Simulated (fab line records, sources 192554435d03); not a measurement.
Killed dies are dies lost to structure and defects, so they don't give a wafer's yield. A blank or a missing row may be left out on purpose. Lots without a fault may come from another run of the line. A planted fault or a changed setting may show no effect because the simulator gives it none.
fab line records | flow n5_finfet
record lots=24 wafers=72 last_day=19
route steps=1938 shown BEOL_M5@1128
lots that met no fault: from a run of the same line without faults
start_h: hours from the record's first day to the start of the lot's first wafer shown | wait_h: hours since the lot's step before | " the same as in the row above | L1.1+2: a row that stands for several wafers | - no value, or no start given | * or withheld: withheld | < > ~ a bound
route shown NAME@n: a module of which the file shows steps, and the number in the route of the first | usual: mean/standard deviation of fault-free wafers | same: alike in all rows | chamber/n: place in a boat | sites: the reading at each site | _std_site: their standard deviation | _edge_site: outer sites' mean less inner sites' | radius_mm: how far each site lies from the wafer's centre | mask NAME#n: copy n | behind: the tool/chamber that last shaped the wafer | hold: why the lot was held/for how many hours/how that ended | device: the transistor (n, p or np) that didn't switch | end of line: the same wafers' tests at the end of the route | a step without rows: its recipe alone | killed: dies lost to structure and defects at the first sort, not the wafer's yield | map: a wafer's dies, x killed, . not, _ none there
set.NAME: the setting as run; set.NAME@STEP: as run at that earlier step | model.NAME: the simulator's own value behind a step, which no gauge read
steps of the route over a sample of lots; a table a step, a row a wafer
services: from which hour (start_h, from the record's first day; less than 0 if before it) a tool's chamber was out of use, for how many hours, and why
## steps
# step N5_BEOL_M5_INSPECT_13
# recipe mode=adi inspect_instrument=brightfield
# usual raw_defect_count=402/89
# columns lot.wafer tool chamber start_h wait_h raw_defect_count
L074.1 defect_inspect-02 - 169.49 0.1 345
L074.2 " - " " 358
L074.3 " - " " 612
L075.1 defect_inspect-01 - 178.01 0.1 350
L075.2 " - " " 601
L075.5 " - " " 522
L076.1 defect_inspect-02 - 183.19 0.1 345
L076.2 " - " " 388
L076.5 " - " " 389
L077.1 defect_inspect-01 - 183.23 0.1 426
L077.2 " - " " 366
L077.5 " - " " 385
L078.1 defect_inspect-02 - 195.05 0.1 449
L078.3 " - " " 470
L078.6 " - " " 407
L079.2 defect_inspect-02 - 197.54 0.0 431
L079.3 " - " " 474
L079.6 " - " " 502
L080.1 defect_inspect-02 - 207.49 0.1 478
L080.2 " - " " 324
L080.6 " - " " 521
L081.2 defect_inspect-01 - 213.34 0.0 454
L081.5 " - " " 444
L081.6 " - " " 450
L082.1 defect_inspect-01 - 213.52 0.1 323
L082.2 " - " " 237
L082.5 " - " " 238
L083.1 defect_inspect-02 - 216.57 0.1 261
L083.4 " - " " 459
L083.6 " - " " 379
L085.2 defect_inspect-01 - 222.63 0.0 256
L085.4 " - " " 246
L085.5 " - " " 312
L084.4 defect_inspect-01 - 225.36 0.0 283
L084.5 " - " " 313
L084.6 " - " " 298
L086.1 defect_inspect-02 - 245.58 0.1 421
L086.2 " - " " 448
L086.6 " - " " 888
L089.1 defect_inspect-02 - 251.90 0.1 355
L089.5 " - " " 382
L089.6 " - " " 282
L087.4 defect_inspect-01 - 255.04 0.0 368
L087.5 " - " " 385
L087.6 " - " " 408
L088.1 defect_inspect-01 - 269.21 0.1 368
L088.3 " - " " 318
L088.5 " - " " 365
L091.2 defect_inspect-01 - 272.72 0.0 338
L091.3 " - " " 458
L091.4 " - " " 402
L090.1 defect_inspect-02 - 288.61 0.1 418
L090.2 " - " " 357
L090.5 " - " " 419
L092.1 defect_inspect-02 - 297.19 0.1 390
L092.2 " - " " 352
L092.6 " - " " 367
L093.3 defect_inspect-01 - 315.52 0.0 311
L093.5 " - " " 351
L093.6 " - " " 412
L094.1 defect_inspect-02 - 319.33 0.1 457
L094.4 " - " " 448
L094.5 " - " " 465
L096.2 defect_inspect-02 - 319.38 0.0 490
L096.5 " - " " 340
L096.6 " - " " 418
L097.1 defect_inspect-01 - 336.52 0.1 328
L097.3 " - " " 346
L097.6 " - " " 396
L095.2 defect_inspect-01 - 345.96 0.0 531
L095.3 " - " " 425
L095.6 " - " " 317
# step N5_BEOL_M5_STRIP_64
# recipe chemistry=CF4 resist=SiARC power_w=300 bias_power_w=75 pressure_mtorr=50 cf4_flow_sccm=150 rf_frequency_hz=6e+07
# usual drypump_motor_current_A=5.5/0.5 oes_product_au=0.77/0.073 rf_vpp_V=271.3/1.1 showerhead_plenum_p_Torr=1.81/0.039 throttle_valve_pct=13.60/0.23
# columns lot.wafer tool chamber start_h wait_h drypump_motor_current_A oes_product_au rf_hours_counter_h rf_vpp_V showerhead_plenum_p_Torr throttle_valve_pct
L074.1 rie_diel-06 0 169.73 0.0 4.9 0.69 227 271.7 1.78 13.47
L074.2 " 1 " " 5.5 0.74 171 273.4 1.87 13.85
L074.3 " 2 " " 5.8 0.75 158 271.2 1.79 13.83
L075.1 rie_diel-02 0 178.25 0.0 5.3 0.70 204 270.7 1.78 13.83
L075.2 " 3 " " 5.0 0.75 168 273.4 1.84 13.39
L075.5 " 0 " " 5.3 0.70 - 269.6 1.78 13.84
L076.1 rie_diel-04 0 183.59 0.0 5.1 0.78 93 270.8 1.81 13.53
L076.2 " 1 " " 6.1 0.74 166 273.8 1.87 13.56
L076.5 " 1 " " 6.1 0.75 - 272.7 1.87 13.55
L077.1 rie_diel-06 0 183.64 0.0 4.9 0.68 231 270.3 1.77 13.48
L077.2 " 2 " " 5.8 0.75 162 271.2 1.79 13.84
L077.5 " 0 " " 4.9 0.69 - 270.9 1.77 13.51
L078.1 rie_diel-06 2 195.30 0.0 5.8 0.75 164 270.0 1.79 13.86
L078.3 " 1 " " 5.5 0.74 177 271.9 1.87 13.88
L078.6 " 3 " " 6.3 0.92 - 270.9 1.75 13.19
L079.2 rie_diel-02 1 197.78 0.0 5.7 0.77 145 272.3 1.81 13.60
L079.3 " 0 " " 5.3 0.70 209 271.5 1.78 13.85
L079.6 " 2 " " 6.3 0.93 - 272.9 1.84 13.41
L080.1 rie_diel-04 1 207.76 0.0 6.1 0.74 174 271.4 1.86 13.60
L080.2 " 3 " " 5.3 0.82 59 270.1 1.80 13.42
L080.6 " 3 " " 5.3 0.82 - 272.0 1.80 13.40
L081.2 rie_diel-02 0 213.58 0.0 5.3 0.69 215 272.6 1.78 13.86
L081.5 " 1 " " 5.7 0.78 - 270.7 1.81 13.63
L081.6 " 0 " " 5.3 0.70 - 271.8 1.78 13.86
L082.1 rie_diel-06 1 213.87 0.0 5.5 0.74 183 272.2 1.87 13.89
L082.2 " 2 " " 5.8 0.74 171 271.0 1.79 13.86
L082.5 " 2 " " 5.8 0.74 - 270.9 1.79 13.86
L083.1 rie_diel-04 1 216.82 0.0 6.1 0.74 177 273.1 1.86 13.59
L083.4 " 3 " " 5.3 0.82 62 272.4 1.80 13.38
L083.6 " 0 " " 5.1 0.77 - 271.6 1.81 13.55
L085.2 rie_diel-06 2 222.87 0.0 5.7 0.74 174 270.7 1.79 13.87
L085.4 " 1 " " 5.5 0.74 186 274.2 1.87 13.88
L085.5 " 1 " " 5.6 0.73 - 273.4 1.87 13.89
L084.4 rie_diel-06 0 225.60 0.0 4.9 0.68 243 271.6 1.77 13.52
L084.5 " 3 " " 6.3 0.89 - 272.0 1.75 13.23
L084.6 " 2 " " 5.8 0.74 - 270.9 1.79 13.88
L086.1 rie_diel-04 0 246.01 0.0 5.1 0.77 113 270.7 1.80 13.58
L086.2 " 1 " " 6.2 0.73 188 272.7 1.86 13.63
L086.6 " 2 " " 5.0 0.82 - 270.0 1.75 13.75
L089.1 rie_diel-06 1 252.14 0.0 5.5 0.73 196 272.5 1.87 13.91
L089.5 " 2 " " 5.8 0.73 - 272.3 1.78 13.90
L089.6 " 1 " " 5.5 0.72 - 272.5 1.87 13.90
L087.4 rie_diel-02 3 255.28 0.0 4.9 0.73 191 271.9 1.84 13.47
L087.5 " 3 " " 4.9 0.73 - 272.1 1.84 13.47
L087.6 " 0 " " 5.3 0.69 - 270.4 1.77 13.87
L088.1 rie_diel-06 2 269.89 0.0 5.8 0.73 190 271.3 1.78 13.89
L088.3 " 1 " " 5.6 0.73 202 271.2 1.87 13.94
L088.5 " 1 " " 5.5 0.72 - 272.4 1.87 13.92
L091.2 rie_diel-02 3 273.02 0.0 5.0 0.72 197 273.1 1.84 13.47
L091.3 " 0 " " 5.3 0.68 232 271.0 1.77 13.90
L091.4 " 1 " " 5.7 0.75 169 271.7 1.80 13.68
L090.1 rie_diel-04 3 289.03 0.0 5.3 0.79 85 271.1 1.79 13.45
L090.2 " 1 " " 6.1 0.72 200 272.8 1.86 13.64
L090.5 " 0 " " 5.1 0.75 - 270.2 1.80 13.59
L092.1 rie_diel-02 2 297.43 0.0 6.4 0.86 42 270.7 1.83 13.50
L092.2 " 1 " " 5.7 0.75 175 270.3 1.80 13.67
L092.6 " 3 " " 5.0 0.72 - 271.6 1.83 13.48
L093.3 rie_diel-02 3 315.76 0.0 5.0 0.72 208 272.8 1.83 13.49
L093.5 " 1 " " 5.7 0.75 - 271.0 1.80 13.69
L093.6 " 2 " " 6.4 0.86 - 271.8 1.83 13.49
L094.1 rie_diel-06 2 319.57 0.0 5.8 0.72 203 270.6 1.78 13.94
L094.4 " 1 " " 5.5 0.71 213 272.3 1.86 13.95
L094.5 " 0 " " 4.9 0.89 - 268.9 1.76 13.01
L096.2 rie_diel-02 3 319.62 0.0 4.9 0.72 209 271.2 1.83 13.49
L096.5 " 2 " " 6.4 0.86 - 271.4 1.83 13.50
L096.6 " 1 " " 5.7 0.74 - 271.3 1.80 13.70
L097.1 rie_diel-02 3 336.76 0.0 4.9 0.72 213 271.5 1.83 13.51
L097.3 " 1 " " 5.7 0.74 186 270.7 1.80 13.70
L097.6 " 0 " " 5.3 0.68 - 271.1 1.77 13.94
L095.2 rie_diel-02 3 346.20 0.0 4.9 0.71 216 271.4 1.83 13.50
L095.3 " 2 " " 6.3 0.84 56 271.7 1.83 13.53
L095.6 " 2 " " 6.4 0.85 - 271.7 1.83 13.51
# step N5_BEOL_M5_INSPECT_30
# recipe mode=adi inspect_instrument=brightfield
# usual raw_defect_count=399/84
# columns lot.wafer tool chamber start_h wait_h raw_defect_count
L074.1 defect_inspect-01 - 170.36 0.1 342
L074.2 " - " " 349
L074.3 " - " " 571
L075.1 defect_inspect-01 - 179.09 0.1 343
L075.2 " - " " 589
L075.5 " - " " 495
L076.1 defect_inspect-02 - 184.33 0.1 340
L076.2 " - " " 386
L076.5 " - " " 404
L077.1 defect_inspect-01 - 184.51 0.1 440
L077.2 " - " " 336
L077.5 " - " " 371
L078.1 defect_inspect-01 - 195.92 0.1 417
L078.3 " - " " 437
L078.6 " - " " 375
L079.2 defect_inspect-02 - 200.17 0.0 453
L079.3 " - " " 460
L079.6 " - " " 495
L080.1 defect_inspect-02 - 208.69 0.1 451
L080.2 " - " " 323
L080.6 " - " " 528
L081.2 defect_inspect-01 - 214.44 0.0 457
L081.5 " - " " 474
L081.6 " - " " 461
L082.1 defect_inspect-01 - 215.25 0.1 326
L082.2 " - " " 238
L082.5 " - " " 247
L083.1 defect_inspect-01 - 220.52 0.1 240
L083.4 " - " " 414
L083.6 " - " " 370
L085.2 defect_inspect-02 - 224.38 0.0 291
L085.4 " - " " 238
L085.5 " - " " 365
L084.4 defect_inspect-02 - 226.35 0.0 339
L084.5 " - " " 344
L084.6 " - " " 322
L086.1 defect_inspect-02 - 249.87 0.1 426
L086.2 " - " " 452
L086.6 " - " " 849
L089.1 defect_inspect-02 - 252.92 0.1 340
L089.5 " - " " 382
L089.6 " - " " 246
L087.4 defect_inspect-01 - 256.09 0.0 350
L087.5 " - " " 382
L087.6 " - " " 403
L088.1 defect_inspect-01 - 271.89 0.1 354
L088.3 " - " " 323
L088.5 " - " " 362
L091.2 defect_inspect-02 - 273.71 0.0 361
L091.3 " - " " 499
L091.4 " - " " 442
L090.1 defect_inspect-01 - 290.59 0.1 431
L090.2 " - " " 330
L090.5 " - " " 367
L092.1 defect_inspect-01 - 299.09 0.1 362
L092.2 " - " " 328
L092.6 " - " " 322
L093.3 defect_inspect-02 - 317.46 0.0 338
L093.5 " - " " 386
L093.6 " - " " 497
L096.2 defect_inspect-02 - 323.98 0.0 450
L096.5 " - " " 353
L096.6 " - " " 403
L094.1 defect_inspect-01 - 324.26 0.1 420
L094.4 " - " " 426
L094.5 " - " " 426
L097.1 defect_inspect-01 - 338.73 0.1 340
L097.3 " - " " 363
L097.6 " - " " 401
L095.2 defect_inspect-01 - 348.68 0.0 523
L095.3 " - " " 423
L095.6 " - " " 325
# step N5_BEOL_M5_SURFACE_TREAT_87
# recipe gas=Ar time_s=* ion_energy_ev=* ion_current_ma_cm2=0.5 pressure_mtorr=* ar_flow_sccm=30
# usual pressure_mtorr=* throttle_valve_pct=*
# columns lot.wafer tool chamber start_h wait_h pressure_mtorr throttle_valve_pct
L074.1 pvd_sputter-03 - 171.80 0.2 * *
L074.2 " - " " * *
L074.3 " - " " * *
L075.1 pvd_sputter-03 - 180.40 0.1 * *
L075.2 " - " " * *
L075.5 " - " " * *
L076.1 pvd_sputter-03 - 185.63 0.1 * *
L076.2 " - " " * *
L076.5 " - " " * *
L077.1 pvd_sputter-03 - 185.82 0.1 * *
L077.2 " - " " * *
L077.5 " - " " * *
L078.1 pvd_sputter-01 - 197.62 0.1 * *
L078.3 " - " " * *
L078.6 " - " " * *
L079.2 pvd_sputter-03 - 201.87 0.2 * *
L079.3 " - " " * *
L079.6 " - " " * *
L080.1 pvd_sputter-01 - 210.13 0.2 * *
L080.2 " - " " * *
L080.6 " - " " * *
L081.2 pvd_sputter-02 - 216.37 0.2 * *
L081.5 " - " " * *
L081.6 " - " " * *
L082.1 pvd_sputter-03 - 216.59 0.1 * *
L082.2 " - " " * *
L082.5 " - " " * *
L083.1 pvd_sputter-02 - 222.65 0.3 * *
L083.4 " - " " * *
L083.6 " - " " * *
L085.2 pvd_sputter-03 - 226.36 0.1 * *
L085.4 " - " " * *
L085.5 " - " " * *
L084.4 pvd_sputter-01 - 228.11 0.3 * *
L084.5 " - " " * *
L084.6 " - " " * *
L086.1 pvd_sputter-01 - 251.52 0.2 * *
L086.2 " - " " * *
L086.6 " - " " * *
L089.1 pvd_sputter-02 - 255.34 0.2 * *
L089.5 " - " " * *
L089.6 " - " " * *
L087.4 pvd_sputter-02 - 259.43 0.2 * *
L087.5 " - " " * *
L087.6 " - " " * *
L088.1 pvd_sputter-03 - 273.40 0.2 * *
L088.3 " - " " * *
L088.5 " - " " * *
L091.2 pvd_sputter-03 - 275.07 0.2 * *
L091.3 " - " " * *
L091.4 " - " " * *
L090.1 pvd_sputter-01 - 294.24 0.2 * *
L090.2 " - " " * *
L090.5 " - " " * *
L092.1 pvd_sputter-02 - 302.20 0.2 * *
L092.2 " - " " * *
L092.6 " - " " * *
L093.3 pvd_sputter-02 - 319.22 0.2 * *
L093.5 " - " " * *
L093.6 " - " " * *
L096.2 pvd_sputter-03 - 325.38 0.1 * *
L096.5 " - " " * *
L096.6 " - " " * *
L094.1 pvd_sputter-01 - 325.55 0.1 * *
L094.4 " - " " * *
L094.5 " - " " * *
L097.1 pvd_sputter-02 - 340.46 0.5 * *
L097.3 " - " " * *
L097.6 " - " " * *
L095.2 pvd_sputter-03 - 350.67 0.4 * *
L095.3 " - " " * *
L095.6 " - " " * *
# step N5_BEOL_M5_THK_MEAS_53
# recipe thk_meas_gauge=xrf reads=Cu_of_BEOL_M5_ECD_50
# usual M5_THK=62.6/1.8
# columns lot.wafer tool chamber start_h wait_h M5_THK[nm]
L074.1 film_metro-02 - 180.45 - 64.0
L074.2 " - " " 61.1
L074.3 " - " " 65.5
L075.1 film_metro-02 - 186.28 - 62.8
L075.2 " - " " 62.2
L075.5 " - " " 62.8
L076.1 film_metro-01 - 190.98 - 67.0
L076.2 " - " " 64.2
L076.5 " - " " 66.3
L077.1 film_metro-02 - 191.18 - 63.4
L077.2 " - " " 62.2
L077.5 " - " " 60.2
L078.1 film_metro-02 - 203.77 - 58.5
L078.3 " - " " 61.5
L078.6 " - " " 60.7
L079.2 film_metro-02 - 207.46 - 63.5
L079.3 " - " " 64.0
L079.6 " - " " 61.6
L080.1 film_metro-01 - 215.74 - 62.1
L080.2 " - " " 63.1
L080.6 " - " " 61.7
L081.2 film_metro-01 - 221.75 - 63.4
L081.5 " - " " 62.4
L081.6 " - " " 59.9
L082.1 film_metro-02 - 222.02 - 62.6
L082.2 " - " " 63.5
L082.5 " - " " 63.1
L083.1 film_metro-01 - 228.48 - 61.6
L083.4 " - " " 64.0
L083.6 " - " " 61.5
L085.2 film_metro-02 - 231.80 - 62.4
L085.4 " - " " 62.2
L085.5 " - " " 61.1
L084.4 film_metro-02 - 233.67 - 64.6
L084.5 " - " " 62.9
L084.6 " - " " 67.4
L086.1 film_metro-02 - 256.98 - 61.4
L086.2 " - " " 60.9
L086.6 " - " " 62.6
L089.1 film_metro-02 - 261.13 - 60.3
L089.5 " - " " 62.3
L089.6 " - " " 60.2
L087.4 film_metro-02 - 264.80 - 61.0
L087.5 " - " " 61.3
L087.6 " - " " 62.4
L088.1 film_metro-01 - 278.77 - 65.7
L088.3 " - " " 60.8
L088.5 " - " " 61.3
L091.2 film_metro-01 - 280.48 - 62.3
L091.3 " - " " 63.8
L091.4 " - " " 60.6
L090.1 film_metro-01 - 299.61 - 65.2
L090.2 " - " " 63.7
L090.5 " - " " 64.5
L092.1 film_metro-01 - 307.65 - 61.3
L092.2 " - " " 61.8
L092.6 " - " " 66.5
L093.3 film_metro-01 - 330.60 - 63.6
L093.5 " - " " 64.0
L093.6 " - " " 62.8
L096.2 film_metro-01 - 330.76 - 63.1
L096.5 " - " " 64.0
L096.6 " - " " 61.9
L094.1 film_metro-01 - 330.91 - 63.4
L094.4 " - " " 65.2
L094.5 " - " " 63.2
L097.1 film_metro-02 - 346.09 - 63.7
L097.3 " - " " 58.8
L097.6 " - " " 61.5
L095.2 film_metro-02 - 356.29 - 63.9
L095.3 " - " " 61.9
L095.6 " - " " 63.4
# step N5_BEOL_M5_DEP_56
# recipe material=SiCN target_thk_a=80 temp_c=withheld precursor=3MS/NH3 pressure_torr=3 rf_w=202 time_s=14
# usual chamber_pressure_Torr=3.000/0.0063 showerhead_plenum_p_Torr=3.673/0.015 throttle_valve_pct=8.9/0.66
# columns lot.wafer tool chamber start_h wait_h chamber_pressure_Torr showerhead_plenum_p_Torr throttle_valve_pct
L074.1 pecvd-01 2 180.66 0.0 3.007 3.664 8.2
L074.2 " 0 " " 3.002 3.650 9.1
L074.3 " 2 " " 2.993 3.670 8.2
L075.1 pecvd-03 2 186.47 0.0 3.005 3.668 8.0
L075.2 " 0 " " 3.009 3.700 10.0
L075.5 " 1 " " 2.993 3.691 9.6
L076.1 pecvd-01 0 191.18 0.0 2.998 3.655 9.2
L076.2 " 2 " " 3.000 3.674 8.2
L076.5 " 2 " " 2.993 3.675 8.6
L077.1 pecvd-01 2 191.37 0.0 3.010 3.666 8.2
L077.2 " 1 " " 3.000 3.678 8.7
L077.5 " 0 " " 2.990 3.656 9.3
L078.1 pecvd-03 2 203.97 0.0 3.006 3.668 7.8
L078.3 " 1 " " 3.001 3.681 9.8
L078.6 " 2 " " 3.003 3.665 8.1
L079.2 pecvd-03 2 207.65 0.0 2.986 3.668 8.1
L079.3 " 1 " " 2.994 3.694 9.6
L079.6 " 2 " " 2.999 3.665 7.9
L080.1 pecvd-02 1 215.95 0.0 3.001 3.673 9.5
L080.2 " 0 " " 3.000 3.650 8.9
L080.6 " 0 " " 3.000 3.653 8.6
L081.2 pecvd-02 0 221.95 0.0 3.007 3.652 8.6
L081.5 " 1 " " 3.007 3.670 9.8
L081.6 " 0 " " 3.000 3.650 8.7
L082.1 pecvd-03 1 222.21 0.0 2.997 3.691 9.5
L082.2 " 2 " " 2.992 3.673 7.8
L082.5 " 1 " " 3.002 3.687 9.5
L083.1 pecvd-02 1 228.68 0.0 3.009 3.673 9.5
L083.4 " 0 " " 2.997 3.653 8.8
L083.6 " 1 " " 3.009 3.678 9.7
L085.2 pecvd-03 0 231.99 0.0 2.998 3.694 9.7
L085.4 " 0 " " 2.996 3.704 9.5
L085.5 " 1 " " 3.010 3.696 9.8
L084.4 pecvd-01 1 233.90 0.0 3.007 3.679 8.5
L084.5 " 1 " " 3.003 3.673 8.8
L084.6 " 2 " " 2.996 3.666 8.3
L086.1 pecvd-03 2 257.18 0.0 3.008 3.665 8.0
L086.2 " 0 " " 3.000 3.689 9.8
L086.6 " 1 " " 3.001 3.679 9.6
L089.1 pecvd-02 2 261.33 0.0 3.000 3.664 8.1
L089.5 " 1 " " 2.993 3.679 9.4
L089.6 " 0 " " 3.011 3.642 9.0
L087.4 pecvd-02 1 265.00 0.0 3.002 3.675 9.8
L087.5 " 2 " " 3.005 3.680 8.0
L087.6 " 0 " " 2.994 3.646 8.4
L088.1 pecvd-01 0 278.96 0.0 2.996 3.667 9.3
L088.3 " 2 " " 3.006 3.680 8.3
L088.5 " 0 " " 2.990 3.659 9.2
L091.2 pecvd-01 0 280.67 0.0 3.000 3.661 9.4
L091.3 " 2 " " 3.005 3.669 8.2
L091.4 " 2 " " 2.995 3.673 8.7
L090.1 pecvd-02 1 299.80 0.0 3.014 3.669 9.3
L090.2 " 2 " " 3.001 3.671 8.2
L090.5 " 2 " " 2.996 3.662 8.1
L092.1 pecvd-03 0 307.94 0.0 3.004 3.699 9.8
L092.2 " 1 " " 3.001 3.694 9.8
L092.6 " 2 " " 3.007 3.668 8.0
L093.3 pecvd-01 2 330.79 0.0 2.993 3.656 8.6
L093.5 " 0 " " 3.003 3.652 9.5
L093.6 " 1 " " 3.002 3.673 8.5
L096.2 pecvd-02 0 330.95 0.0 2.997 3.652 9.0
L096.5 " 1 " " 2.988 3.676 9.7
L096.6 " 0 " " 3.000 3.640 8.7
L094.1 pecvd-01 0 331.11 0.0 3.006 3.660 9.1
L094.4 " 1 " " 2.998 3.672 8.7
L094.5 " 0 " " 3.009 3.659 9.4
L097.1 pecvd-03 0 346.31 0.0 2.987 3.682 10.0
L097.3 " 2 " " 2.999 3.664 8.1
L097.6 " 2 " " 2.998 3.662 8.1
L095.2 pecvd-03 0 356.48 0.0 2.997 3.696 9.9
L095.3 " 1 " " 3.000 3.696 9.3
L095.6 " 1 " " 3.003 3.693 9.8
## services
# columns tool chamber start_h hours kind
pecvd-01 - 151.85 14.6 pm
pecvd-01 1 176.64 5.5 scheduled_down
rie_diel-06 - 177.84 0.6 repair
rie_diel-04 0 185.19 4.0 repair
pecvd-03 - 189.70 2.8 pm
pecvd-01 2 217.52 5.5 scheduled_down
pecvd-02 - 231.82 5.6 repair
pecvd-01 0 233.33 2.1 scheduled_down
rie_diel-06 3 235.37 2.3 repair
rie_diel-06 0 244.91 - clean
rie_diel-06 0 244.91 - consumable_replace:focus_ring
rie_diel-06 0 244.91 17.9 scheduled_down
rie_diel-06 0 244.91 17.9 vent_cycle
pvd_sputter-02 - 269.38 29.2 repair
rie_diel-06 1 295.74 3.9 repair
rie_diel-06 1 303.97 8.4 repair
rie_diel-06 0 337.93 3.2 repair
rie_diel-04 3 342.35 3.4 repair
rie_diel-02 0 344.87 - clean
rie_diel-02 0 344.87 - consumable_replace:focus_ring
rie_diel-02 0 344.87 15.9 scheduled_down
rie_diel-02 0 344.87 15.9 vent_cycle
rie_diel-02 3 347.28 2.8 repair
pvd_sputter-03 - 355.87 6.6 repair
## key
fault none
